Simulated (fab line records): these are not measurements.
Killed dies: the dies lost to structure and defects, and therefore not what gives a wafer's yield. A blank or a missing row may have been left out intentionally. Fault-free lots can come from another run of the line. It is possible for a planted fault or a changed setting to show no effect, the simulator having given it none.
fab line records | flow nand_harc
[record] lots = 6 wafers = 18 last_day = 33
route steps=1302 shown A_CHANNEL_HOLE_D2@603 A_CHANNEL_FILL_D2@610 A_STAIRCASE@639 END@1302
lots that met no fault: from a run of the same line without faults
start_h: the number of hours between the record's first day and the start of the first shown wafer of the lot | wait_h: how many hours have passed since the lot's step before this one | " repeats the value in the row above | L1.1+2: several wafers, shown together as one row | - no value, or no start was given | * or withheld: withheld | < > ~ a bound
route shown NAME@n: names a module that has steps shown in the file, with the first one's number in the route | usual: mean/standard deviation of fault-free wafers | same: alike in all rows | chamber/n: place in a boat | sites: readings site by site | _std_site: standard deviation across them | _edge_site: the outer-site mean with the inner-site mean subtracted | radius_mm: how far each site lies from the wafer's centre | mask NAME#n: copy n | behind: the last tool/chamber to shape the wafer | hold: the reason the lot was held/the length of the hold in hours/how it ended | device: names the non-switching transistor (n, p or np) | end of line: at the end of the route, the tests of the same wafers | where a step has no rows: the recipe by itself | killed: not the wafer's yield, but the dies lost to structure and defects at the first sort | map: a wafer's dies, marking killed ones x, the rest . and places with no die _
set.NAME: the setting that was run; set.NAME@STEP: the one run at that earlier step | model.NAME: the simulator's own value behind a step, which no gauge read
certain route steps with their lots: each step a table, each wafer a row
services: from which hour (start_h, from the record's first day; less than 0 if before it) a tool's chamber was out of use, for how many hours, and why
[[steps]]
[step NHARC_A_CHANNEL_HOLE_D2_ETCH_44]
[recipe] target_depth_a = 1400 overetch_a = 140 time_s = 77 ion_energy_ev = 100 cf4_flow_sccm = 80 o2_flow_sccm = 20 ar_flow_sccm = 0 rf_w = 300 bias_w = 100 chemistry = CF4/O2
[step NHARC_A_CHANNEL_HOLE_D2_STRIP_28]
[recipe] o2_flow_sccm = 500 ar_flow_sccm = 0 bias_w = 0 chemistry = O2
[usual] drypump_motor_current_A = 5.8/0.56 oes_product_au = 0.999/0.0069 rf_vpp_V = 58.0/0.87 showerhead_plenum_p_Torr = 3.63/0.12 throttle_valve_pct = 17.035/0.0086
// columns lot.wafer tool chamber start_h wait_h drypump_motor_current_A oes_product_au rf_hours_counter_h rf_vpp_V showerhead_plenum_p_Torr throttle_valve_pct
L130.2 rie_diel-01 1 - - 5.5 1.002 10 57.3 3.76 17.033
L130.6 " 0 " " 5.0 0.995 - 57.8 3.72 17.041
L130.5 " 1 " " 5.5 1.006 - 57.6 3.76 17.019
L131.4 rie_diel-01 0 - - 5.0 0.999 12 59.1 3.72 17.031
L131.2 " 1 " " 5.4 1.006 11 58.4 3.76 17.033
L131.6 " 2 " " 5.3 0.999 - 58.2 3.50 17.027
L134.1 rie_diel-01 0 - - 5.0 0.998 14 57.7 3.71 17.020
L134.6 " 2 " " 5.3 1.002 - 58.6 3.50 17.019
L134.5 " 3 " " 6.5 1.009 - 56.1 3.52 17.034
L139.1 rie_diel-01 2 - - 5.3 0.993 3 56.0 3.50 17.024
L139.4 " 0 " " 5.0 0.991 3 58.6 3.71 17.031
L139.6 " 2 " " 5.3 0.992 - 58.1 3.50 17.053
L145.2 rie_diel-04 0 - - 5.5 1.004 7 57.7 3.68 17.036
L145.6 " 0 " " 5.5 0.994 - 57.9 3.68 17.037
L145.4 " 2 " " 6.3 0.997 - 58.8 3.78 17.031
L146.3 rie_diel-01 0 - - 5.0 0.992 7 58.6 3.71 17.030
L146.2 " 1 " " 5.5 1.005 6 57.6 3.76 17.040
L146.1 " 3 " " 6.5 0.997 8 57.9 3.52 17.036
[step NHARC_A_CHANNEL_HOLE_D2_PRECLEAN_29]
[recipe] time_s = * temp_c = 50 bath_age_min = 0 chemistry = SC1
[step NHARC_A_CHANNEL_HOLE_D2_SRD_30]
[step NHARC_A_CHANNEL_HOLE_D2_CD_MEAS_31]
[usual] cd_nm = 90.3/0.89
// columns lot.wafer tool chamber start_h wait_h cd_nm
L130.2 cd_sem-03 - 354.50 - 89.2
L130.5 " - " " 89.3
L130.6 " - " " 89.8
L131.2 cd_sem-03 - 359.56 - 89.4
L131.4 " - " " 89.3
L131.6 " - " " 89.3
L134.1 cd_sem-01 - 379.28 - 89.6
L134.5 " - " " 89.9
L134.6 " - " " 90.1
L139.1 cd_sem-02 - 440.61 - 90.9
L139.4 " - " " 88.8
L139.6 " - " " 90.2
L145.2 cd_sem-01 - 505.99 - 90.4
L145.4 " - " " 90.8
L145.6 " - " " 89.7
L146.1 cd_sem-01 - 506.22 - 91.2
L146.2 " - " " 90.3
L146.3 " - " " 92.1
[step NHARC_A_CHANNEL_HOLE_D2_XSEM_32]
[recipe] landing_energy_ev = 35000
[step NHARC_A_CHANNEL_HOLE_D2_INSPECT_40]
[usual] raw_defect_count = 285/88
// columns lot.wafer tool chamber start_h wait_h raw_defect_count
L130.2 defect_inspect-02 - 354.68 - 361
L130.5 " - " " 277
L130.6 " - " " 364
L131.2 defect_inspect-01 - 359.75 - 374
L131.4 " - " " 362
L131.6 " - " " 322
L134.1 defect_inspect-02 - 379.47 - 157
L134.5 " - " " 289
L134.6 " - " " 142
L139.1 defect_inspect-02 - 440.80 - 215
L139.4 " - " " 317
L139.6 " - " " 172
L145.2 defect_inspect-01 - 506.18 - 131
L145.4 " - " " 172
L145.6 " - " " 196
L146.1 defect_inspect-01 - 506.41 - 241
L146.2 " - " " 233
L146.3 " - " " 326
[step NHARC_A_CHANNEL_FILL_D2_PRECLEAN_00]
[recipe] time_s = * temp_c = 50 bath_age_min = 0 chemistry = SC1
[step NHARC_A_CHANNEL_FILL_D2_SRD_01]
[step NHARC_A_CHANNEL_FILL_D2_ALD_02]
[recipe] target_thk_a = 60 pulse_time_s = 10 ald_cycles = 60 temp_c = 300 material = SiO2
[usual] heater_power_w = 436/41 precursor_pulse_height_rel = 1.000/0.017
// columns lot.wafer tool chamber start_h wait_h heater_power_w precursor_pulse_height_rel since_wet_clean_h
L130.2 ald_hk-03 2 355.01 - 481 1.009 133
L130.6 " 0 " " 443 1.046 -
L130.5 " 1 " " 445 1.005 -
L131.2 ald_hk-02 2 360.22 - 509 1.013 1
L131.4 " 3 " " 459 0.963 1
L131.6 " 0 " " 383 1.003 -
L134.1 ald_hk-02 3 379.74 - 460 0.992 21
L134.5 " 2 " " 496 0.966 -
L134.6 " 3 " " 465 0.973 -
L139.4 ald_hk-01 3 441.08 - 365 1.035 135
L139.1 " 0 " " 483 0.978 135
L139.6 " 2 " " 427 1.002 -
L145.4 ald_hk-02 1 506.51 - 442 1.037 147
L145.2 " 2 " " 499 1.019 148
L145.6 " 0 " " 384 0.983 -
L146.2 ald_hk-01 0 507.75 - 499 1.019 24
L146.3 " 1 " " 396 0.991 24
L146.1 " 2 " " 412 1.002 24
[step NHARC_A_CHANNEL_FILL_D2_ALD_03]
[recipe] target_thk_a = 60 pulse_time_s = 60 ald_cycles = 58 temp_c = 630 pressure_torr = 2 material = SiNx
[step NHARC_A_CHANNEL_FILL_D2_ALD_14]
[recipe] target_thk_a = 25 pulse_time_s = 10 ald_cycles = 25 temp_c = 300 material = SiO2
[step NHARC_A_CHANNEL_FILL_D2_ALD_15]
[recipe] target_thk_a = 20 pulse_time_s = 60 ald_cycles = 19 temp_c = 630 pressure_torr = 2 material = SiNx
[usual] chamber_pressure_Torr = 2.000/0.0038 precursor_pulse_height_rel = 1.001/0.019
// columns lot.wafer tool chamber start_h wait_h chamber_pressure_Torr precursor_pulse_height_rel
L130.2 ald_sin_batch-03 0 365.08 - 2.000 0.990
L130.5 " 0 " " 1.999 0.989
L130.6 " 0 " " 2.001 1.026
L131.2 ald_sin_batch-01 0 370.30 - 2.003 1.012
L131.4 " 0 " " 2.004 1.020
L131.6 " 0 " " 2.002 1.002
L134.1 ald_sin_batch-02 0 389.59 - 2.006 0.983
L134.5 " 0 " " 2.002 1.022
L134.6 " 0 " " 2.006 0.978
L139.1 ald_sin_batch-02 0 449.57 - 1.999 1.007
L139.4 " 0 " " 2.002 0.978
L139.6 " 0 " " 2.001 0.999
L145.2 ald_sin_batch-02 0 516.48 - 2.002 1.010
L145.4 " 0 " " 1.999 1.032
L145.6 " 0 " " 1.998 0.989
L146.1 ald_sin_batch-02 0 516.48 - 2.002 0.978
L146.2 " 0 " " 2.002 0.991
L146.3 " 0 " " 2.002 1.022
[step NHARC_A_CHANNEL_FILL_D2_ALD_16]
[recipe] target_thk_a = 15 pulse_time_s = 10 ald_cycles = 15 temp_c = 300 material = SiO2
[usual] heater_power_w = 434/40 precursor_pulse_height_rel = 1.001/0.021
// columns lot.wafer tool chamber start_h wait_h heater_power_w precursor_pulse_height_rel since_wet_clean_h
L130.2 ald_hk-02 2 367.40 0.3 493 1.022 8
L130.6 " 2 " " 508 1.016 -
L130.5 " 3 " " 470 0.991 -
L131.4 ald_hk-03 0 372.36 0.0 453 0.981 150
L131.2 " 2 " " 465 1.020 150
L131.6 " 0 " " 440 0.986 -
L134.1 ald_hk-02 3 391.64 0.0 459 1.042 33
L134.5 " 3 " " 464 0.968 -
L134.6 " 0 " " 393 1.008 -
L139.1 ald_hk-01 2 451.78 0.2 425 1.012 146
L139.4 " 3 " " 360 1.002 146
L139.6 " 3 " " 361 1.031 -
L145.2 ald_hk-03 0 518.53 0.0 426 1.011 117
L145.4 " 1 " " 432 1.039 117
L145.6 " 1 " " 429 0.959 -
L146.2 ald_hk-01 2 518.54 0.0 410 0.983 35
L146.3 " 3 " " 348 1.007 35
L146.1 " 0 " " 491 0.988 35
[step NHARC_A_CHANNEL_FILL_D2_ANNEAL_17]
[recipe] temp_c = 850 time_s = 1800
[step NHARC_A_CHANNEL_FILL_D2_CVD_18]
[recipe] target_thk_a = 30 temp_c = 550 material = poly-Si
[step NHARC_A_CHANNEL_FILL_D2_ETCHBACK_19]
[recipe] target_depth_a = 50 time_s = 1.7 hbr_flow_sccm = 150 cl2_flow_sccm = 50 rf_w = 400 icp_w = 400 bias_w = 100 chemistry = HBr/Cl2
[usual] drypump_motor_current_A = 6.0/0.48 oes_product_au = 0.999/0.0073 throttle_valve_pct = 26.406/0.0083
// columns lot.wafer tool chamber start_h wait_h drypump_motor_current_A oes_product_au rf_hours_counter_h throttle_valve_pct
L130.2 rie_si-04 1 379.45 0.4 6.5 0.991 0.13 26.402
L130.6 " 2 " " 6.6 1.004 - 26.408
L130.5 " 0 " " 5.6 0.996 - 26.396
L131.4 rie_si-02 3 384.31 0.4 5.6 1.008 0.49 26.403
L131.2 " 1 " " 6.1 1.016 0.67 26.411
L131.6 " 3 " " 5.6 1.006 - 26.419
L134.1 rie_si-02 1 404.42 0.4 6.0 0.990 0.76 26.407
L134.6 " 3 " " 5.6 0.997 - 26.411
L134.5 " 0 " " 5.6 0.992 - 26.420
L139.1 rie_si-05 1 463.42 0.4 6.0 1.003 0.82 26.411
L139.6 " 3 " " 5.6 1.006 - 26.409
L139.4 " 2 " " 6.5 1.000 - 26.396
L146.1 rie_si-05 2 530.68 0.4 6.4 1.005 0.24 26.398
L146.3 " 3 " " 5.6 1.009 0.23 26.414
L146.2 " 1 " " 6.1 1.006 0.24 26.411
L145.4 rie_si-04 1 530.68 0.4 6.6 1.009 0 26.401
L145.2 " 0 " " 5.6 1.012 0 26.403
L145.6 " 2 " " 6.6 1.009 - 26.409
[step NHARC_A_CHANNEL_FILL_D2_ETCHBACK_20]
[recipe] target_depth_a = 270 time_s = 13.5 c4f8_flow_sccm = withheld o2_flow_sccm = 8 ar_flow_sccm = withheld rf_w = 600 bias_w = 1500 chemistry = C4F8/O2/Ar
[step NHARC_A_CHANNEL_FILL_D2_STRIP_28]
[recipe] time_s = 20 o2_flow_sccm = 500 ar_flow_sccm = 0 bias_w = 0 chemistry = O2
[step NHARC_A_CHANNEL_FILL_D2_PRECLEAN_21]
[recipe] time_s = 30 chemistry = dHF
[step NHARC_A_CHANNEL_FILL_D2_SRD_23]
[step NHARC_A_CHANNEL_FILL_D2_CVD_05]
[recipe] target_thk_a = 50 temp_c = 550 material = poly-Si
[step NHARC_A_CHANNEL_FILL_D2_ANNEAL_22]
[recipe] temp_c = 620 time_s = 7200
[step NHARC_A_CHANNEL_FILL_D2_ALD_25]
[recipe] target_thk_a = 600 pulse_time_s = 10 ald_cycles = 600 temp_c = 300 material = SiOx
[step NHARC_A_CHANNEL_FILL_D2_ETCHBACK_08]
[recipe] target_depth_a = 2200 time_s = 110 c4f8_flow_sccm = 20 ar_flow_sccm = withheld rf_w = 600 bias_w = 300 chemistry = C4F8
[step NHARC_A_CHANNEL_FILL_D2_STRIP_29]
[recipe] time_s = 20 o2_flow_sccm = 500 ar_flow_sccm = 0 bias_w = 0 chemistry = O2
[usual] drypump_motor_current_A = 5.7/0.55 oes_product_au = 1.000/0.0073 rf_vpp_V = 57.9/0.87 showerhead_plenum_p_Torr = 3.55/0.15 throttle_valve_pct = 17.036/0.0079
// columns lot.wafer tool chamber start_h wait_h drypump_motor_current_A oes_product_au rf_hours_counter_h rf_vpp_V showerhead_plenum_p_Torr throttle_valve_pct
L130.2 rie_diel-05 0 - - 4.9 1.007 4 56.9 3.45 17.033
L130.5 " 1 " " 6.4 1.011 - 58.9 3.73 17.029
L130.6 " 2 " " 6.0 1.001 - 56.4 3.31 17.036
L131.2 rie_diel-05 0 - - 4.9 0.991 4 57.3 3.45 17.046
L131.4 " 1 " " 6.4 1.005 4 57.7 3.73 17.025
L131.6 " 0 " " 4.9 1.005 - 56.6 3.45 17.029
L134.1 rie_diel-07 3 - - 6.1 0.993 4 56.3 3.42 17.050
L134.5 " 0 " " 4.8 1.007 - 59.0 3.54 17.028
L134.6 " 1 " " 6.0 0.995 - 58.8 3.75 17.032
L139.1 rie_diel-05 3 481.56 0.1 5.5 0.997 2 58.0 3.59 17.044
L139.4 " 0 " " 4.9 1.000 - 58.6 3.45 17.052
L139.6 " 2 " " 6.1 0.991 - 57.2 3.31 17.039
L146.1 rie_diel-07 3 - - 6.1 1.014 2 57.6 3.42 17.037
L146.2 " 1 " " 6.0 0.999 2 58.8 3.75 17.039
L146.3 " 2 " " 5.9 1.000 2 59.3 3.59 17.037
L145.2 rie_diel-05 1 - - 6.4 1.001 4 58.2 3.73 17.019
L145.4 " 0 " " 4.9 0.990 5 57.2 3.45 17.033
L145.6 " 1 " " 6.4 1.004 - 58.4 3.73 17.031
[step NHARC_A_CHANNEL_FILL_D2_PRECLEAN_30]
[recipe] time_s = 30 chemistry = dHF
[step NHARC_A_CHANNEL_FILL_D2_SRD_31]
[step NHARC_A_CHANNEL_FILL_D2_CVD_09]
[recipe] target_thk_a = 1500 temp_c = 620 pressure_mtorr = 200 time_s = 3000 material = poly-Si
[step NHARC_A_CHANNEL_FILL_D2_CMP_10]
[recipe] target_thk_nm = 150
[step NHARC_A_CHANNEL_FILL_D2_SRD_12]
[step NHARC_A_CHANNEL_FILL_D2_RTA_24]
[recipe] temp_c = 1000 time_s = 5
[step NHARC_A_STAIRCASE_DEP_156]
[recipe] target_thk_a = 500 temp_c = 400 target_thk_nm = 50 flow_sccm = 200 rf_w = 450 material = SiNx
[step NHARC_A_STAIRCASE_DEHYDRATE_158]
[recipe] temp_c = 150 time_s = 120
[step NHARC_A_STAIRCASE_HMDS_159]
[recipe] time_s = 30
[step NHARC_A_STAIRCASE_COAT_160]
[recipe] spin_rpm = 1200
[step NHARC_A_STAIRCASE_SOFTBAKE_161]
[recipe] temp_c = 135 time_s = 170
[step NHARC_A_STAIRCASE_EBR_162]
[step NHARC_END_SORT_01]
[recipe] temp_c = 25
[usual] killed_at_array = 59/19 killed_at_other = 0.6/0.85 killed_at_periphery = 3.8/2.5 killed_dies = 64/19 killed_open = 3.3/1.8 killed_short = 2.2/1.6
[same] gross_dies = 677
// columns lot.wafer tool chamber start_h wait_h killed_at_array killed_at_other killed_at_periphery killed_dies killed_open killed_short
L146.1 prober-01 0 772.14 2.5 125 0 3 128 3 3
L146.2 prober-01 0 772.95 2.8 119 0 4 123 3 2
L146.3 prober-01 0 773.76 3.1 130 0 3 133 4 4
L145.2 prober-01 0 781.51 2.8 124 0 4 128 3 2
L145.4 prober-01 0 783.12 3.4 114 0 3 117 0 2
L145.6 prober-01 0 784.72 4.0 121 0 7 128 6 3
// killed by level:class
L146.1 A_CHANNEL_FILL_D2:unspecified=67 A_CHANNEL_HOLE_D2:chamber_film_flake=21 A_CONTACT:chamber_film_flake=10 A_CHANNEL_HOLE_D1:chamber_film_flake=9 A_STAIRCASE:chamber_film_flake=5 A_SLIT:chamber_film_flake=4 P_STI:chamber_film_flake=2 A_ONON_D1:geometric_particle:short=1
L146.2 A_CHANNEL_FILL_D2:unspecified=62 A_CHANNEL_HOLE_D2:chamber_film_flake=26 A_CHANNEL_HOLE_D1:chamber_film_flake=8 A_CONTACT:chamber_film_flake=8 A_STAIRCASE:chamber_film_flake=5 A_SLIT:chamber_film_flake=4 P_STI:chamber_film_flake=3 A_M1:geometric_particle:open=2
L146.3 A_CHANNEL_FILL_D2:unspecified=67 A_CHANNEL_HOLE_D2:chamber_film_flake=25 A_CHANNEL_HOLE_D1:chamber_film_flake=11 A_CONTACT:chamber_film_flake=7 A_STAIRCASE:chamber_film_flake=6 A_SLIT:chamber_film_flake=6 P_STI:chamber_film_flake=3 A_CHANNEL_FILL_D1:geometric_particle:short=1
L145.2 A_CHANNEL_FILL_D2:unspecified=68 A_SLIT:chamber_film_flake=30 A_CHANNEL_HOLE_D1:chamber_film_flake=11 A_CONTACT:chamber_film_flake=5 P_ZERO_WELL:chamber_film_flake=3 A_CHANNEL_HOLE_D2:chamber_film_flake=2 P_M0:geometric_particle:short=1 A_CHANNEL_HOLE_D1:geometric_particle:open=1
L145.4 A_CHANNEL_FILL_D2:unspecified=65 A_SLIT:chamber_film_flake=25 A_CHANNEL_HOLE_D1:chamber_film_flake=10 A_CONTACT:chamber_film_flake=8 A_STAIRCASE:chamber_film_flake=3 A_ONON_D2:geometric_particle:short=1 A_WL_FILL:geometric_particle:short=1 A_CHANNEL_FILL_D2:chamber_film_flake=1
L145.6 A_CHANNEL_FILL_D2:unspecified=64 A_SLIT:chamber_film_flake=31 A_CHANNEL_HOLE_D1:chamber_film_flake=11 A_STAIRCASE:chamber_film_flake=3 A_DECK1_JOINT:geometric_particle:short=2 P_ZERO_WELL:chamber_film_flake=2 P_STI:chamber_film_flake=2 A_CHANNEL_FILL_D2:chamber_film_flake=2
// map L145.2 (x killed, . not)
____________.____________
_________....xx._________
_______.x...xxxxx._______
______........xxxx.______
_____.x....x.xxxxx.._____
____........xx.xxx..x____
____.x.....x..xxx....____
___x.x....x.xxxxxx....___
___.........x.xxxxx...___
__...........x....x...x__
__....................x__
_......................._
_...............x......._
_......................._
_......................._
_......x...x.........x.._
..xx.....................
xxxxxx...................
xxxxx.x..................
xxxxxx...................
xxxxxxx..................
_xxxxxx................._
_xxxxxxx................_
_xxxxxx........x.x......_
_xxxxx.................._
_xxxxxx................._
__xxxxx........xx......__
__xxxxx................__
___xxx................___
___...................___
____....x............____
____.................____
_____..............._____
______.............______
_______..........._______
_________......._________
____________.____________
// map L146.3 (x killed, . not)
____________.____________
_________......._________
_______....x..x.xx_______
______.........xxx.______
_____x........xxxxx._____
____........x.x.xxxxx____
____x..........xxxx.x____
___............xx.xx..___
___......x....xx.xxx..___
__.............x...x...__
__..........x....xxx...__
_..............x......x._
_.x..........x.........._
_.................x....._
_...x..................._
_.x.x..................._
.x.xx......x.......x.....
.xxxx....................
xxxxxx....x..............
xxxxxx.........x..x......
xxxxxxxx........x........
_xxxxxx......x.........._
_xxxxxx................._
_xxxxxxx.......xxx......_
_xxxxxx......x.........._
_xxxx..xx.....x........._
__xxxx...........x.....__
__xxxx................x__
___x..................___
___...................___
____x................____
____.................____
_____..............._____
______......x......______
_______..........._______
_________......._________
____________.____________
[[services]]
// columns tool chamber start_h hours kind
rie_diel-05 2 334.76 1.2 repair
rie_si-04 - 342.00 9.0 pm
ald_hk-02 - 349.16 10.0 pm
rie_diel-05 3 355.09 2.7 repair
rie_diel-01 1 362.88 9.2 repair
rie_si-04 - 365.30 0.5 repair
rie_si-04 3 373.68 14.7 repair
rie_si-02 3 377.55 2.2 repair
rie_diel-01 - 380.80 9.0 pm
rie_si-05 3 386.20 14.4 repair
rie_diel-07 0 391.09 1.3 repair
ald_hk-03 - 391.48 10.0 pm
rie_diel-05 - 406.60 9.0 pm
rie_si-05 - 438.82 0.9 repair
rie_diel-05 1 442.91 7.3 repair
rie_si-05 0 451.66 13.2 repair
rie_diel-01 1 463.63 7.7 repair
rie_diel-01 2 469.07 6.4 repair
ald_hk-01 - 474.00 10.0 pm
rie_diel-05 - 474.99 1.2 repair
rie_diel-05 1 478.64 6.2 repair
rie_diel-05 3 498.95 3.1 repair
rie_diel-01 0 513.02 4.2 repair
rie_diel-01 2 523.54 8.7 repair
[[key]]
[first_sign] step = NHARC_END_SORT_01 reading = killed_dies direction = up sigmas = 3.4 usual = 64 struck = 126
[effect] step = NHARC_END_SORT_01 reading = killed_at_array direction = up sigmas = 3.3 usual = 59 struck = 122
[more_kills_born_at] NHARC_A_CHANNEL_FILL_D2_ALD_15@ald_sin_batch-02 = 393
met_at NHARC_A_CHANNEL_FILL_D2_ALD_15
struck_wafers L145.2,L145.4,L145.6,L146.1,L146.2,L146.3
tester_left_out L145,L146
onset_between 449.57 516.48
also_fits time
[fault] kind = chamber_particle_source tool = ald_sin_batch-02 chamber = - onset_h = 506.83 steps = NHARC_A_CHANNEL_FILL_D2_ALD_15 rate_per_visit_cm2 = 0.99711 end_h = 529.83
// tester_left_out: of these lots the tester's yield and bins aren't shown, on N5 and GAA mostly nor the transistor test; their killed dies are dies lost to structure and defects alone, not to doping, threshold or leakage, so they don't give the yield
